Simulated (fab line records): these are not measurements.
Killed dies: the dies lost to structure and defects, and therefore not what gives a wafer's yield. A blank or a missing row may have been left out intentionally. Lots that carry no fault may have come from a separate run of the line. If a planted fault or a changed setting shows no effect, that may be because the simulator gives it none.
Which of the tools did it?	flow nand-harc	Sampling: 23 lots, 69 wafers, 6 of 1302 route steps

== WHAT THE GAUGES READ, wafer by wafer ==
Not one reading of a measure or inspect step in the record can be checked against a usual standard deviation.

== WHICH TOOL RAN EACH LOT (tool, then ch and the chambers of the sampled wafers, then the start) ==
lot	NHARC_A_M0_ETCH_34	NHARC_A_M0_PVD_20	NHARC_A_M1_ETCH_35	NHARC_A_M1_ANNEAL_31	NHARC_A_BONDPAD_DESCUM_11	NHARC_A_BONDPAD_ETCH_34
L074	rie-diel-05 ch 1,2, day 22 23:04	pvd-sputter-01, day 23 03:08 or earlier	rie-diel-12 ch 1,2,3, day 23 03:08	rtp-anneal-02 ch 0, day 23 04:51	rie-diel-11 ch 0,1,3, day 23 07:37	rie-diel-11 ch 0,1,3, day 23 07:43
L075	rie-diel-05 ch 0,1,3, day 23 02:07	pvd-sputter-02, day 23 06:12 or earlier	rie-diel-02 ch 0,1, day 23 06:12	rtp-anneal-02 ch 0, day 23 07:59	rie-diel-11 ch 1,2,3, day 23 10:43	rie-diel-11 ch 1,2,3, day 23 10:48
L077	rie-diel-01 ch 0,1, day 23 18:41	pvd-sputter-01, day 23 22:45 or earlier	rie-diel-02 ch 0,1,2, day 23 22:45	rtp-anneal-01 ch 0, day 24 00:30	rie-diel-11 ch 0,2,3, day 24 03:31	rie-diel-11 ch 1,2,3, day 24 03:37
L076	rie-diel-01 ch 1,2, day 23 23:17	pvd-sputter-01, day 24 03:20 or earlier	rie-diel-10 ch 0,1,3, day 24 03:20	rtp-anneal-02 ch 0, day 24 05:07	rie-diel-13 ch 0,2,3, day 24 07:51	rie-diel-13 ch 1,2,3, day 24 07:56
L080	rie-diel-08 ch 0,1,2, day 24 09:35	pvd-sputter-03, day 24 13:40 or earlier	rie-diel-10 ch 0,1,3, day 24 13:40	rtp-anneal-01 ch 0, day 24 15:29	rie-diel-03 ch 0,2,3, day 24 18:20	rie-diel-03 ch 0,2,3, day 24 18:25
L079	rie-diel-08 ch 0,2,3, day 24 10:50	pvd-sputter-02, day 24 14:45 or earlier	rie-diel-12 ch 2,3, day 24 14:45	rtp-anneal-02 ch 0, day 24 16:28	rie-diel-11 ch 0,1,2, day 24 19:39	rie-diel-11 ch 0,1,3, day 24 19:44
L082	rie-diel-08 ch 0,3, day 25 13:01	pvd-sputter-03, day 25 16:56 or earlier	rie-diel-12 ch 0,2,3, day 25 16:56	rtp-anneal-02 ch 0, day 25 18:35	rie-diel-03 ch 0,3, day 25 21:40	rie-diel-03 ch 0,3, day 25 21:46
L081	rie-diel-05 ch 0,2,3, day 25 19:30	pvd-sputter-01, day 26 00:34 or earlier	rie-diel-02 ch 1,2, day 26 00:34	rtp-anneal-02 ch 0, day 26 02:17	rie-diel-11 ch 1,3, day 26 05:13	rie-diel-11 ch 0,1,3, day 26 05:19
L084	rie-diel-08 ch 0,3, day 26 21:41	pvd-sputter-01, day 27 01:46 or earlier	rie-diel-02 ch 0,1,3, day 27 01:46	rtp-anneal-02 ch 0, day 27 03:28	rie-diel-11 ch 0,3, day 27 06:28	rie-diel-11 ch 0,2,3, day 27 06:34
L083	rie-diel-05 ch 2,3, day 26 22:50	pvd-sputter-01, day 27 02:59 or earlier	rie-diel-02 ch 0,1,3, day 27 02:59	rtp-anneal-01 ch 0, day 27 04:38	rie-diel-11 ch 1,2, day 27 07:26	rie-diel-11 ch 0,3, day 27 07:32
L085	rie-diel-08 ch 2,3, day 27 18:06	pvd-sputter-03, day 27 22:11 or earlier	rie-diel-10 ch 1,2,3, day 27 22:11	rtp-anneal-01 ch 0, day 27 23:54	rie-diel-11 ch 0,1,3, day 28 02:49	rie-diel-11 ch 0,3, day 28 02:54
L086	rie-diel-01 ch 1,2,3, day 27 19:10	pvd-sputter-03, day 27 23:17 or earlier	rie-diel-12 ch 1,2,3, day 27 23:17	rtp-anneal-01 ch 0, day 28 00:59	rie-diel-11 ch 0,1,2, day 28 03:57	rie-diel-11 ch 0,1,3, day 28 04:02
L088	rie-diel-05 ch 0,1,2, day 28 21:19	pvd-sputter-03, day 29 01:22 or earlier	rie-diel-02 ch 1,2, day 29 01:22	rtp-anneal-02 ch 0, day 29 03:02	rie-diel-11 ch 1,2, day 29 05:59	rie-diel-11 ch 1,3, day 29 06:05
L087	rie-diel-08 ch 0,1,2, day 29 02:08	pvd-sputter-02, day 29 06:05 or earlier	rie-diel-10 ch 1,2,3, day 29 06:05	rtp-anneal-02 ch 0, day 29 08:17	rie-diel-11 ch 1,3, day 29 11:10	rie-diel-11 ch 0,1, day 29 11:16
L089	rie-diel-05 ch 0,3, day 29 09:41	pvd-sputter-03, day 29 13:45 or earlier	rie-diel-10 ch 1,2,3, day 29 13:45	rtp-anneal-01 ch 0, day 29 15:34	rie-diel-11 ch 0,1,2, day 29 18:15	rie-diel-11 ch 0,1,2, day 29 18:20
L090	rie-diel-01 ch 1,2, day 29 17:35	pvd-sputter-03, day 29 21:40 or earlier	rie-diel-10 ch 0,1,3, day 29 21:40	rtp-anneal-01 ch 0, day 29 23:20	rie-diel-11 ch 0,2,3, day 30 02:09	rie-diel-11 ch 0,1,2, day 30 02:14
L091	rie-diel-05 ch 0,2,3, day 30 05:03	pvd-sputter-03, day 30 09:01 or earlier	rie-diel-10 ch 0,3, day 30 09:01	rtp-anneal-02 ch 0, day 30 10:42	rie-diel-03 ch 2,3, day 30 13:33	rie-diel-03 ch 0,2, day 30 13:39
L093	rie-diel-08 ch 0,1,3, day 30 05:58	pvd-sputter-01, day 30 09:53 or earlier	rie-diel-10 ch 0,3, day 30 09:53	rtp-anneal-02 ch 0, day 30 11:37	rie-diel-03 ch 0,2,3, day 30 14:32	rie-diel-03 ch 0,3, day 30 14:38
L092	rie-diel-01 ch 1,2,3, day 30 10:56	pvd-sputter-01, day 30 15:01 or earlier	rie-diel-10 ch 1,3, day 30 15:01	rtp-anneal-01 ch 0, day 30 16:45	rie-diel-03 ch 0,2, day 30 19:42	rie-diel-03 ch 0,2,3, day 30 19:48
L094	rie-diel-05 ch 1,2,3, day 31 12:16	pvd-sputter-01, day 31 16:10 or earlier	rie-diel-02 ch 1,2,3, day 31 16:10	rtp-anneal-02 ch 0, day 31 18:04	rie-diel-11 ch 1,2,3, day 31 21:49	rie-diel-11 ch 0,3, day 31 21:53
L095	rie-diel-05 ch 0,1, day 31 21:18	pvd-sputter-03, day 32 01:16 or earlier	rie-diel-12 ch 1,3, day 32 01:16	rtp-anneal-01 ch 0, day 32 03:30	rie-diel-11 ch 0,1,3, day 32 06:26	rie-diel-11 ch 0,3, day 32 06:32
L097	rie-diel-08 ch 0,2,3, day 32 09:52	pvd-sputter-01, day 32 15:35 or earlier	rie-diel-10 ch 2,3, day 32 15:35	rtp-anneal-01 ch 0, day 32 17:25	rie-diel-13 ch 1,2,3, day 32 21:00	rie-diel-13 ch 0,1,3, day 32 21:05
L096	rie-diel-05 ch 0,2, day 33 04:37	pvd-sputter-02, day 33 08:58 or earlier	rie-diel-02 ch 0,2, day 33 08:58	rtp-anneal-02 ch 0, day 33 10:45	rie-diel-11 ch 0,1,2, day 33 13:30	rie-diel-11 ch 1,3, day 33 13:34
- NHARC_A_M0_ETCH_34: etches the open film in N2/H2, target depth 40 nm, overetch 12 nm, time 43.94 s.
- NHARC_A_M0_PVD_20: deposits TaN, target thk 5 nm, time 8.06 s.
- NHARC_A_M1_ETCH_35: etches the open film in N2/H2, target depth 40 nm, overetch 12 nm, time 43.94 s.
- NHARC_A_M1_ANNEAL_31: time 90 s.
- NHARC_A_BONDPAD_DESCUM_11: chemistry O2, time 3 s.
- NHARC_A_BONDPAD_ETCH_34: etches the open film in N2/H2, target depth 60 nm, overetch 18 nm, time 65.91 s.

== AS READ BY THE TOOLS THEMSELVES (means over the sampled wafers that have a number; for cases with no such wafer, the mark the record gives instead) ==
NHARC_A_M0_ETCH_34. Usual: drypump-motor-current-A 5.6 A, standard deviation 0.52; oes-product-au 1.000 a.u., standard deviation 0.011; rf-vpp-V 431.1 V, standard deviation 2.6; showerhead-plenum-p-Torr 2.06 Torr, standard deviation 0.086; throttle-valve-pct 14.170 %, standard deviation 0.0093.
lot	tool	drypump-motor-current-A (A)	oes-product-au (a.u.)	rf-vpp-V (V)	showerhead-plenum-p-Torr (Torr)	throttle-valve-pct (%)	flag
L074	rie-diel-05	5.5	0.985	430.1	2.01	14.172	
L075	rie-diel-05	5.7	0.995	429.8	2.02	14.167	
L077	rie-diel-01	6.2	0.999	432.9	2.12	14.177	
L076	rie-diel-01	5.9	0.998	431.0	2.05	14.176	
L080	rie-diel-08	5.8	0.990	430.2	2.04	14.173	
L079	rie-diel-08	5.5	1.009	431.3	2.06	14.170	
L082	rie-diel-08	5.0	1.004	430.7	2.04	14.172	
L081	rie-diel-05	5.4	1.015	431.4	2.09	14.179	
L084	rie-diel-08	5.0	1.008	431.3	2.04	14.172	
L083	rie-diel-05	5.7	1.018	431.9	2.07	14.174	
L085	rie-diel-08	5.5	1.004	432.1	2.09	14.164	
L086	rie-diel-01	5.9	0.998	431.0	2.07	14.167	
L088	rie-diel-05	5.3	1.001	431.1	2.06	14.168	
L087	rie-diel-08	5.8	0.996	430.0	2.04	14.180	
L089	rie-diel-05	5.4	1.006	431.8	2.07	14.166	
L090	rie-diel-01	5.6	1.000	428.1	1.98	14.169	
L091	rie-diel-05	5.4	1.002	431.5	2.09	14.174	
L093	rie-diel-08	5.3	0.994	429.7	2.01	14.162	
L092	rie-diel-01	5.9	1.001	431.6	2.06	14.169	
L094	rie-diel-05	5.6	1.004	430.8	2.03	14.161	
L095	rie-diel-05	5.3	1.005	430.6	2.04	14.174	
L097	rie-diel-08	5.5	1.003	431.4	2.06	14.172	
L096	rie-diel-05	5.0	0.989	432.7	2.14	14.170	

NHARC_A_M0_PVD_20. Usual: throttle-valve-pct at 29.6 %, with a standard deviation of 0.95.
lot	tool	throttle-valve-pct (%)	flag
L074	pvd-sputter-01	29.2	
L075	pvd-sputter-02	31.0	
L077	pvd-sputter-01	29.2	
L076	pvd-sputter-01	29.3	
L080	pvd-sputter-03	30.2	
L079	pvd-sputter-02	30.2	
L082	pvd-sputter-03	29.5	
L081	pvd-sputter-01	28.6	
L084	pvd-sputter-01	28.6	
L083	pvd-sputter-01	28.8	
L085	pvd-sputter-03	29.6	
L086	pvd-sputter-03	30.0	
L088	pvd-sputter-03	29.8	
L087	pvd-sputter-02	30.7	
L089	pvd-sputter-03	30.6	
L090	pvd-sputter-03	30.0	
L091	pvd-sputter-03	29.5	
L093	pvd-sputter-01	28.7	
L092	pvd-sputter-01	28.6	
L094	pvd-sputter-01	28.7	
L095	pvd-sputter-03	30.4	
L097	pvd-sputter-01	28.6	
L096	pvd-sputter-02	30.7	

NHARC_A_M1_ETCH_35. Usual: drypump-motor-current-A 5.5 A, standard deviation 0.45; oes-product-au 0.999 a.u., standard deviation 0.012; rf-vpp-V 430.9 V, standard deviation 2.1; showerhead-plenum-p-Torr 2.05 Torr, standard deviation 0.068; throttle-valve-pct 14.171 %, standard deviation 0.0091.
lot	tool	drypump-motor-current-A (A)	oes-product-au (a.u.)	rf-vpp-V (V)	showerhead-plenum-p-Torr (Torr)	throttle-valve-pct (%)	flag
L074	rie-diel-12	5.6	1.005	429.9	2.05	14.170	
L075	rie-diel-02	5.0	0.994	430.2	2.07	14.175	
L077	rie-diel-02	5.4	0.984	430.0	2.04	14.175	
L076	rie-diel-10	5.7	0.997	431.8	2.06	14.166	
L080	rie-diel-10	5.7	0.993	431.8	2.06	14.169	
L079	rie-diel-12	5.8	1.005	429.8	2.02	14.179	
L082	rie-diel-12	5.9	1.006	428.8	1.98	14.169	
L081	rie-diel-02	5.7	0.991	429.9	2.02	14.165	
L084	rie-diel-02	5.0	0.999	431.0	2.06	14.175	
L083	rie-diel-02	5.1	1.005	431.5	2.06	14.176	
L085	rie-diel-10	5.4	0.994	432.5	2.10	14.179	
L086	rie-diel-12	5.6	1.004	430.8	2.05	14.175	
L088	rie-diel-02	5.7	0.999	429.8	2.02	14.166	
L087	rie-diel-10	5.3	0.982	432.3	2.09	14.174	
L089	rie-diel-10	5.3	0.986	432.9	2.10	14.174	
L090	rie-diel-10	5.7	1.004	431.4	2.06	14.165	
L091	rie-diel-10	5.9	1.010	429.1	2.01	14.178	
L093	rie-diel-10	5.9	0.998	430.2	2.01	14.171	
L092	rie-diel-10	5.6	1.003	432.5	2.12	14.172	
L094	rie-diel-02	5.4	0.987	430.0	2.04	14.171	
L095	rie-diel-12	5.4	1.005	432.3	2.08	14.168	
L097	rie-diel-10	5.2	0.987	431.8	2.09	14.171	
L096	rie-diel-02	5.2	1.000	431.5	2.08	14.169	

NHARC_A_M1_ANNEAL_31. Usual: wafer_temp_C_max at 225.8, with a standard deviation of 0.45.
lot	tool	wafer_temp_C_max	flag
L074	rtp-anneal-02	225.3	
L075	rtp-anneal-02	225.5	
L077	rtp-anneal-01	226.5	
L076	rtp-anneal-02	225.3	
L080	rtp-anneal-01	226.3	
L079	rtp-anneal-02	225.3	
L082	rtp-anneal-02	225.5	
L081	rtp-anneal-02	225.2	
L084	rtp-anneal-02	225.3	
L083	rtp-anneal-01	226.1	
L085	rtp-anneal-01	226.1	
L086	rtp-anneal-01	226.3	
L088	rtp-anneal-02	225.4	
L087	rtp-anneal-02	225.7	
L089	rtp-anneal-01	226.1	
L090	rtp-anneal-01	226.3	
L091	rtp-anneal-02	225.6	
L093	rtp-anneal-02	225.6	
L092	rtp-anneal-01	226.4	
L094	rtp-anneal-02	225.6	
L095	rtp-anneal-01	226.4	
L097	rtp-anneal-01	225.9	
L096	rtp-anneal-02	225.6	

NHARC_A_BONDPAD_DESCUM_11. Usual: drypump-motor-current-A 5.9 A, standard deviation 0.36; oes-product-au 1.004 a.u., standard deviation 0.0085; rf-vpp-V 58.0 V, standard deviation 0.96; showerhead-plenum-p-Torr 1.98 Torr, standard deviation 0.09; throttle-valve-pct 11.310 %, standard deviation 0.01.
lot	tool	drypump-motor-current-A (A)	oes-product-au (a.u.)	rf-vpp-V (V)	showerhead-plenum-p-Torr (Torr)	throttle-valve-pct (%)	flag
L074	rie-diel-11	6.1	1.011	58.0	2.00	11.311	
L075	rie-diel-11	5.8	1.008	58.8	2.00	11.311	
L077	rie-diel-11	5.9	1.003	57.8	2.04	11.311	
L076	rie-diel-13	5.5	0.990	57.8	1.93	11.311	
L080	rie-diel-03	5.9	0.997	57.9	1.82	11.310	
L079	rie-diel-11	6.1	1.006	57.8	2.00	11.311	
L082	rie-diel-03	5.8	1.000	57.1	1.77	11.306	
L081	rie-diel-11	6.0	1.010	57.0	1.96	11.299	
L084	rie-diel-11	5.9	1.009	59.3	2.04	11.317	
L083	rie-diel-11	6.0	0.996	57.7	1.96	11.309	
L085	rie-diel-11	6.1	1.005	58.3	2.00	11.317	
L086	rie-diel-11	6.1	0.998	57.8	2.00	11.320	
L088	rie-diel-11	5.9	1.002	59.6	2.00	11.305	
L087	rie-diel-11	6.0	0.998	58.1	1.96	11.303	
L089	rie-diel-11	6.1	0.999	58.2	2.00	11.314	
L090	rie-diel-11	5.9	1.000	57.7	2.04	11.315	
L091	rie-diel-03	5.9	1.017	57.6	1.87	11.305	
L093	rie-diel-03	5.9	1.009	58.0	1.92	11.312	
L092	rie-diel-03	6.0	1.006	57.8	2.02	11.304	
L094	rie-diel-11	5.8	0.999	58.0	2.00	11.315	
L095	rie-diel-11	6.0	0.997	58.3	2.00	11.315	
L097	rie-diel-13	5.6	1.003	57.9	1.88	11.304	
L096	rie-diel-11	6.1	1.004	58.1	2.00	11.304	

NHARC_A_BONDPAD_ETCH_34. Usual: drypump-motor-current-A 5.9 A, standard deviation 0.36; oes-product-au 1.003 a.u., standard deviation 0.0087; rf-vpp-V 432.5 V, standard deviation 2.9; showerhead-plenum-p-Torr 2.11 Torr, standard deviation 0.099; throttle-valve-pct 14.173 %, standard deviation 0.0089.
lot	tool	drypump-motor-current-A (A)	oes-product-au (a.u.)	rf-vpp-V (V)	showerhead-plenum-p-Torr (Torr)	throttle-valve-pct (%)	flag
L074	rie-diel-11	6.0	1.007	433.3	2.14	14.175	
L075	rie-diel-11	5.8	1.009	432.8	2.13	14.177	
L077	rie-diel-11	5.8	1.010	434.3	2.13	14.170	
L076	rie-diel-13	5.6	0.990	428.6	2.02	14.165	
L080	rie-diel-03	5.9	1.006	427.2	1.94	14.175	
L079	rie-diel-11	6.1	1.015	433.0	2.14	14.163	
L082	rie-diel-03	5.8	1.008	426.1	1.88	14.167	
L081	rie-diel-11	6.1	1.008	432.9	2.14	14.184	
L084	rie-diel-11	5.9	1.000	435.0	2.18	14.170	
L083	rie-diel-11	5.9	1.008	434.5	2.18	14.175	
L085	rie-diel-11	6.1	1.001	434.2	2.18	14.163	
L086	rie-diel-11	6.1	0.995	433.7	2.14	14.176	
L088	rie-diel-11	6.0	0.997	432.4	2.09	14.169	
L087	rie-diel-11	6.2	1.001	432.1	2.10	14.173	
L089	rie-diel-11	6.1	1.008	433.1	2.13	14.175	
L090	rie-diel-11	6.1	1.005	433.9	2.13	14.178	
L091	rie-diel-03	6.0	1.006	434.5	2.16	14.168	
L093	rie-diel-03	5.8	1.003	429.6	1.98	14.175	
L092	rie-diel-03	5.9	0.998	429.9	2.04	14.175	
L094	rie-diel-11	6.2	1.012	434.1	2.18	14.171	
L095	rie-diel-11	5.9	1.009	434.5	2.18	14.175	
L097	rie-diel-13	5.6	1.000	430.5	2.02	14.172	
L096	rie-diel-11	5.8	1.000	433.3	2.14	14.173	

== THE ANSWER, worked out from the rows above alone ==
Rule: take the mean of a lot's wafers that have a number; if it is more than 3 standard deviations from the usual mean, the lot is off. A lot without any number at a reading at which 4 lots or more have one is off too. Where the step has rows for the other lots, those lots are counted as sound. Order of review: gauges by route order, followed by the tools' own readings, for which a lot's mean as printed above is used. The first step at which some lot is off is used, and at that step the reading that is off furthest; a lot without a number counts as furthest.
None of the lots is off at any reading shown; this tells nothing.

== WHAT HAD BEEN PUT IN BY THE SIMULATOR ==
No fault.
